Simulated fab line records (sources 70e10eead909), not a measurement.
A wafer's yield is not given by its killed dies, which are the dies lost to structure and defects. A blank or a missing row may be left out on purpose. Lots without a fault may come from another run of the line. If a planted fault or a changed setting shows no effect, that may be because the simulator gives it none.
Which tool is to blame? ; flow nandHarc ; Sampling: 7 lots, 21 wafers, 2 of 1159 route steps

## WHAT THE GAUGES READ, wafer by wafer
NHARC_A_ONON_D1_THK_MEAS_24: measures by ellipsometry.
lot;measured;on;thkNm (nm)
L514;day 8 12:47;filmMetro-01;991 991 993
L517;day 8 23:16;filmMetro-02;991 993 992
L516;day 9 05:43;filmMetro-02;1003 1003 1004
L518;day 9 15:22;filmMetro-01;1004 1005 1007
L524;day 11 10:22;filmMetro-02;1003 1006 1004
L529;day 12 09:20;filmMetro-02;1002 1001 1001
L534;day 13 16:59;filmMetro-02;1758 1759 1758

## WHICH TOOL RAN EACH LOT (tool, then ch and the chambers of the sampled wafers, then the start)
lot;NHARC_A_ONON_D1_DEP_22
L514;pecvdOnon-04 ch 0, day 8 12:17
L517;pecvdOnon-02 ch 0, day 8 22:45
L516;pecvdOnon-04 ch 0, day 9 05:19
L518;pecvdOnon-02 ch 0, day 9 14:51
L524;pecvdOnon-02 ch 0, day 11 09:52
L529;pecvdOnon-03 ch 0, day 12 08:49
L534;pecvdOnon-04 ch 0, day 13 16:35
- NHARC_A_ONON_D1_DEP_22: target thk 1000 nm.

## THE ANSWER, worked out from the rows above alone
Rule: usual is defined by the lots themselves. The widest of any qualifying gaps counts: lots, ordered by their means at a reading, are off when they make up no more than a third of the lots, leave a main group of 4 or more, and stand apart from it by 3 or more times the standard deviation of that group's means. The tables above print the reading to a certain number of digits; a main group whose means all agree to those digits is not used. A lot without any number at a reading at which 4 lots or more have one is off too. Any other lot the step has rows for is counted as sound.
Off at NHARC_A_ONON_D1_THK_MEAS_24 (thkNm): L534. The main group has a mean of 1000 nm with a standard deviation of 5.7.
If a tool, at a process step before that reading, ran all the lots that are off and no sound lot after the first of them, it fits. The gauges at NHARC_A_ONON_D1_THK_MEAS_24 are tried like those tools. 2 tools fit, pecvdOnon-04 at NHARC_A_ONON_D1_DEP_22 and filmMetro-02 at NHARC_A_ONON_D1_THK_MEAS_24, so this cannot tell which one it is.

## WHAT WAS PUT IN BY THE SIMULATOR
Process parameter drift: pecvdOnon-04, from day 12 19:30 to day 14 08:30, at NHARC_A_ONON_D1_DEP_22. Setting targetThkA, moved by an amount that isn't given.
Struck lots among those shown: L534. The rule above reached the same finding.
